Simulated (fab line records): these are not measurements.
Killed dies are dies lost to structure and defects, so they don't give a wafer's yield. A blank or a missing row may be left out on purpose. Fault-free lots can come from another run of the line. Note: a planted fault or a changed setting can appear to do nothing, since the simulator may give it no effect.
fab line records	flow n5-finfet	part 2 of 2: steps 5 to 6 of 6
record lots=22	wafers=66	last-day=18
route steps=1938 shown MOL_CONTACT_COAG@576 BEOL_M0_SAQP@636
lots that met no fault: taken from a fault-free run of the same line
start-h: start of the lot's first displayed wafer, in hours after the record's first day	wait-h: hours from the lot's prior step to this one	" repeats the value in the row above	L1.1+2: a single row standing in for several wafers	- no value, or no start given	* or withheld: withheld	< > ~ a bound
route shown NAME@n: NAME is a module with steps in the file, n the number in the route of the first one	usual: mean/standard deviation of fault-free wafers	same: alike in all rows	chamber/n: place in a boat	sites: each site's reading	_std_site: the standard deviation of these	_edge_site: the outer-site mean with the inner-site mean subtracted	radius-mm: how far each site lies from the wafer's centre	mask NAME#n: copy n	behind: the tool/chamber that last shaped the wafer	hold: the reason the lot was held/the length of the hold in hours/how it ended	device: names the non-switching transistor (n, p or np)	end of line: tests of these same wafers at the route's end	for a step that has no rows: nothing shown but its recipe	killed: at the first sort, the dies lost to defects and structure; wafer yield is something else	map: a wafer's dies, x killed, . not, _ none there
set.NAME: the setting that was run; set.NAME@STEP: the one run at that earlier step	model.NAME: the simulator's own value behind a step, which no gauge read
one table for each step of the route and one row for each wafer, over a sample of lots
services: from which hour (start-h, from the record's first day; less than 0 if before it) a tool's chamber was out of use, for how many hours, and why
## steps
# step N5_BEOL_M0_SAQP_PECVD_96
# recipe material=a-Si	target-thk-a=450	temp-c=350	precursor=SiH4/He	pressure-torr=3	rf-w=100	time-s=45.2
# usual heater-power-w=684/95	showerhead-plenum-p-Torr=5.654/0.027	throttle-valve-pct=17.9/0.9
lot.wafer	tool	chamber	start-h	wait-h	heater-power-w	showerhead-plenum-p-Torr	throttle-valve-pct
L074.2	pecvd-01	0	107.49	0.0	677	5.685	18.7
L074.3	"	1	"	"	732	5.606	18.7
L074.5	"	2	"	"	811	5.641	16.8
L075.2	pecvd-03	2	119.24	0.0	684	5.661	16.4
L075.4	"	0	"	"	627	5.623	18.9
L075.6	"	1	"	"	826	5.678	17.7
L077.1	pecvd-01	0	126.46	0.0	740	5.690	18.4
L077.2	"	1	"	"	795	5.619	18.6
L077.3	"	2	"	"	820	5.629	16.8
L078.1	pecvd-03	1	133.11	0.0	810	5.669	17.7
L078.2	"	0	"	"	654	5.627	18.9
L078.5	"	1	"	"	810	5.673	17.9
L079.1	pecvd-01	1	136.12	0.0	755	5.609	18.8
L079.3	"	0	"	"	677	5.704	18.7
L079.5	"	0	"	"	677	5.693	18.7
L080.4	pecvd-02	1	142.61	0.0	572	5.666	19.4
L080.5	"	0	"	"	577	5.644	17.7
L080.6	"	2	"	"	610	5.684	16.7
L081.2	pecvd-02	1	152.32	0.0	494	5.666	19.2
L081.3	"	0	"	"	613	5.655	18.0
L081.4	"	1	"	"	501	5.654	19.3
L082.3	pecvd-01	0	154.72	0.0	763	5.689	18.6
L082.4	"	2	"	"	804	5.636	17.1
L082.6	"	0	"	"	651	5.693	18.6
L084.2	pecvd-02	2	166.21	0.0	598	5.667	16.5
L084.3	"	0	"	"	541	5.654	18.1
L084.6	"	2	"	"	611	5.688	16.7
L085.3	pecvd-03	2	177.10	0.0	719	5.663	16.8
L085.5	"	1	"	"	829	5.667	18.0
L085.6	"	0	"	"	657	5.616	19.3
L086.2	pecvd-03	0	185.62	0.0	664	5.610	18.9
L086.3	"	1	"	"	736	5.668	17.9
L086.6	"	0	"	"	679	5.628	19.0
L087.1	pecvd-03	1	186.86	0.0	793	5.680	17.6
L087.2	"	2	"	"	649	5.678	17.1
L087.5	"	2	"	"	642	5.649	16.5
L088.1	pecvd-02	0	194.19	0.0	556	5.655	18.0
L088.5	"	0	"	"	570	5.650	17.9
L088.6	"	1	"	"	521	5.663	19.0
L089.1	pecvd-01	0	199.01	0.0	751	5.702	18.3
L089.2	"	1	"	"	713	5.601	18.8
L089.6	"	2	"	"	799	5.638	17.1
L090.1	pecvd-02	0	203.71	0.0	581	5.659	17.7
L090.4	"	1	"	"	559	5.668	19.1
L090.5	"	2	"	"	601	5.670	16.9
L091.1	pecvd-03	1	209.68	0.0	744	5.663	17.9
L091.4	"	2	"	"	725	5.653	17.1
L091.5	"	0	"	"	667	5.613	19.2
L092.2	pecvd-02	1	212.90	0.0	541	5.669	19.3
L092.3	"	2	"	"	580	5.683	16.5
L092.6	"	0	"	"	539	5.647	17.9
L093.2	pecvd-03	2	221.96	0.0	692	5.663	16.9
L093.5	"	1	"	"	819	5.678	17.7
L093.6	"	2	"	"	703	5.666	16.9
L094.2	pecvd-03	2	226.16	0.0	659	5.664	16.9
L094.3	"	1	"	"	687	5.683	17.7
L094.4	"	2	"	"	669	5.662	17.1
L095.3	pecvd-01	2	237.42	0.0	840	5.639	17.2
L095.5	"	2	"	"	801	5.636	17.2
L095.6	"	1	"	"	731	5.626	18.8
L096.3	pecvd-01	2	238.84	0.0	745	5.628	17.1
L096.4	"	2	"	"	768	5.640	17.2
L096.5	"	1	"	"	814	5.598	18.7
L097.2	pecvd-03	0	250.92	0.0	646	5.600	18.9
L097.4	"	1	"	"	784	5.682	17.7
L097.5	"	2	"	"	658	5.651	17.2
# step N5_BEOL_M0_SAQP_ETCH_83
# recipe chemistry=CF4	target=SiARC	target-depth-a=390	mask-material=CAR-ArF	time-s=65	ion-energy-ev=80	pressure-mtorr=40	source-w=545	bias-w=36	Ar_flow_sccm=100	cf4-flow-sccm=100	ends=cleared
# usual cf4-flow-sccm=100.0/0.31	drypump-motor-current-A=5.6/0.44	etch-rf-on-time-s=64.7/1.4	oes-product-au=0.68/0.077	rf-vpp-V=184.0/1.1	showerhead-plenum-p-Torr=2.13/0.081	throttle-valve-pct=15.53/0.25
lot.wafer	tool	chamber	start-h	wait-h	cf4-flow-sccm	drypump-motor-current-A	etch-rf-on-time-s	oes-product-au	rf-hours-counter-h	rf-vpp-V	showerhead-plenum-p-Torr	throttle-valve-pct
L074.2	rie-diel-04	2	108.28	0.0	100.1	5.0	62.7	0.66	154	184.3	2.05	15.55
L074.3	"	3	"	"	99.8	5.4	65.0	0.77	13	184.3	2.29	15.08
L074.5	"	1	"	"	100.6	5.0	64.9	0.59	-	184.6	2.11	15.70
L075.2	rie-diel-04	1	119.91	0.0	100.2	5.0	65.5	0.59	216	183.3	2.11	15.70
L075.4	"	3	"	"	100.4	5.4	64.9	0.77	16	184.2	2.29	15.10
L075.6	"	1	"	"	100.3	5.0	65.4	0.59	-	182.5	2.11	15.69
L077.1	rie-diel-03	0	127.25	0.0	99.9	5.8	67.0	0.62	154	184.9	2.23	15.98
L077.2	"	1	"	"	100.0	4.9	64.5	0.59	245	184.0	2.20	15.88
L077.3	"	3	"	"	100.2	5.9	63.9	0.83	2	186.0	2.20	15.43
L078.1	rie-diel-04	0	133.90	0.0	100.0	6.3	62.2	0.77	31	183.9	2.08	15.62
L078.2	"	2	"	"	99.7	5.0	62.5	0.66	162	183.6	2.05	15.55
L078.5	"	2	"	"	99.5	5.0	63.3	0.65	-	183.6	2.05	15.56
L079.1	rie-diel-03	2	136.90	0.0	99.9	6.0	66.7	0.60	201	184.2	2.04	15.62
L079.3	"	0	"	"	99.8	5.8	66.6	0.62	156	185.1	2.22	15.97
L079.5	"	3	"	"	100.2	5.9	63.6	0.82	-	184.6	2.20	15.42
L080.4	rie-diel-03	0	143.42	0.0	100.4	5.8	67.2	0.62	-	185.8	2.22	15.98
L080.5	"	2	"	"	100.3	6.0	67.6	0.60	-	184.0	2.04	15.62
L080.6	"	3	"	"	99.9	5.9	64.4	0.81	-	184.7	2.20	15.44
L081.2	rie-diel-05	2	153.04	0.0	100.0	5.8	66.0	0.64	131	185.1	2.15	15.72
L081.3	"	1	"	"	100.1	5.5	65.6	0.63	157	183.4	2.04	15.36
L081.4	"	0	"	"	99.8	6.1	65.2	0.80	18	183.7	2.11	15.10
L082.3	rie-diel-03	3	155.53	0.0	100.4	5.9	64.5	0.79	11	186.4	2.20	15.45
L082.4	"	0	"	"	100.5	5.8	66.4	0.62	-	184.5	2.22	15.99
L082.6	"	3	"	"	100.3	5.9	64.0	0.81	-	183.6	2.20	15.45
L084.2	rie-diel-05	1	166.89	0.0	100.5	5.5	65.7	0.63	163	184.7	2.04	15.36
L084.3	"	3	"	"	100.5	5.4	63.6	0.71	76	184.0	2.15	15.60
L084.6	"	2	"	"	100.4	5.8	66.2	0.63	-	184.1	2.15	15.74
L085.3	rie-diel-05	3	177.89	0.0	100.1	5.4	63.2	0.71	78	183.9	2.15	15.60
L085.5	"	1	"	"	100.6	5.5	65.2	0.64	-	183.3	2.04	15.38
L085.6	"	0	"	"	99.9	6.1	65.3	0.79	-	182.8	2.10	15.13
L086.2	rie-diel-04	2	187.00	0.0	99.8	5.0	63.7	0.65	177	182.8	2.04	15.58
L086.3	"	3	"	"	99.4	5.4	65.1	0.73	36	184.4	2.28	15.14
L086.6	"	3	"	"	99.6	5.4	65.1	0.73	-	185.6	2.28	15.13
L087.1	rie-diel-05	0	187.52	0.0	99.6	6.1	65.6	0.79	29	184.8	2.10	15.13
L087.2	"	3	"	"	100.5	5.4	63.7	0.71	80	184.9	2.15	15.62
L087.5	"	0	"	"	99.7	6.0	65.6	0.78	-	183.4	2.10	15.13
L088.1	rie-diel-04	2	194.92	0.0	100.1	5.0	63.4	0.64	180	184.2	2.04	15.60
L088.5	"	3	"	"	100.2	5.4	65.7	0.72	-	185.9	2.28	15.16
L088.6	"	2	"	"	100.4	5.0	64.2	0.64	-	182.5	2.04	15.60
L089.1	rie-diel-03	1	199.93	0.0	99.9	4.9	63.1	0.82	10	184.8	2.19	15.43
L089.2	"	3	"	"	100.4	5.9	64.3	0.76	29	183.4	2.19	15.49
L089.6	"	3	"	"	100.0	5.9	63.6	0.77	-	185.3	2.19	15.47
L090.1	rie-diel-04	0	204.99	0.0	100.4	6.3	62.1	0.74	53	184.4	2.08	15.68
L090.4	"	2	"	"	100.4	5.0	64.6	0.63	183	182.1	2.04	15.61
L090.5	"	1	"	"	99.8	5.0	65.5	0.57	-	184.0	2.10	15.76
L091.1	rie-diel-05	2	210.35	0.0	99.8	5.8	65.7	0.63	148	183.0	2.14	15.76
L091.4	"	3	"	"	99.8	5.4	63.4	0.70	87	185.3	2.15	15.63
L091.5	"	0	"	"	100.4	6.1	65.4	0.78	-	183.9	2.10	15.14
L092.2	rie-diel-04	1	213.69	0.0	99.9	5.0	65.2	0.57	245	184.2	2.10	15.76
L092.3	"	2	"	"	100.3	5.0	64.2	0.64	186	182.4	2.04	15.60
L092.6	"	2	"	"	100.1	5.0	64.0	0.64	-	183.4	2.04	15.59
L093.2	rie-diel-04	3	222.70	0.0	100.2	5.4	64.6	0.72	47	185.8	2.28	15.14
L093.5	"	1	"	"	100.3	5.0	64.2	0.57	-	184.0	2.10	15.75
L093.6	"	0	"	"	100.2	6.3	61.7	0.74	-	183.2	2.07	15.67
L094.2	rie-diel-04	3	228.09	0.0	99.9	5.4	65.3	0.71	48	184.2	2.28	15.14
L094.3	"	2	"	"	100.6	5.0	63.1	0.63	189	184.4	2.04	15.61
L094.4	"	1	"	"	99.4	5.0	64.8	0.56	248	184.5	2.10	15.76
L095.3	rie-diel-05	3	238.09	0.0	99.9	5.4	63.6	0.68	94	184.9	2.15	15.64
L095.5	"	1	"	"	99.5	5.5	64.8	0.62	-	183.1	2.03	15.43
L095.6	"	2	"	"	100.0	5.8	66.1	0.62	-	183.7	2.14	15.75
L096.3	rie-diel-04	2	239.52	0.0	99.9	5.0	63.7	0.63	192	183.5	2.04	15.62
L096.4	"	0	"	"	99.6	6.3	62.6	0.73	-	183.1	2.07	15.66
L096.5	"	3	"	"	100.1	5.4	65.4	0.71	-	184.4	2.28	15.16
L097.2	rie-diel-04	3	251.58	0.0	99.4	5.4	64.3	0.71	55	185.8	2.27	15.19
L097.4	"	1	"	"	100.0	5.0	64.2	0.81	2	184.2	2.10	15.28
L097.5	"	2	"	"	100.1	5.0	64.2	0.63	-	182.4	2.04	15.65
## services
tool	chamber	start-h	hours	kind
rie-diel-03	0	83.65	4.6	repair
rie-diel-01	-	86.10	14.6	pm
rie-diel-06	0	89.21	9.2	repair
rie-diel-02	3	93.61	-	clean
rie-diel-02	3	93.61	-	consumable-replace:focus-ring
rie-diel-02	3	93.61	30.6	scheduled-down
rie-diel-02	3	93.61	30.6	vent-cycle
plasma-asher-01	-	96.51	2.3	repair
rie-diel-06	0	98.67	-	clean
rie-diel-06	0	98.67	-	consumable-replace:focus-ring
rie-diel-06	0	98.67	14.5	scheduled-down
rie-diel-06	0	98.67	14.5	vent-cycle
pecvd-02	-	102.66	6.0	pm
plasma-asher-01	-	115.26	2.2	repair
rie-diel-03	2	161.67	4.7	repair
rie-diel-02	2	171.75	5.4	repair
pecvd-01	2	187.26	6.8	repair
rie-diel-01	-	189.34	0.3	repair
pecvd-03	-	195.49	2.4	repair
rie-diel-04	-	199.56	1.0	repair
rie-diel-01	2	218.92	9.9	repair
rie-diel-02	0	219.88	3.8	repair
rie-diel-05	-	243.98	0.4	repair
rie-diel-05	1	248.26	8.4	repair
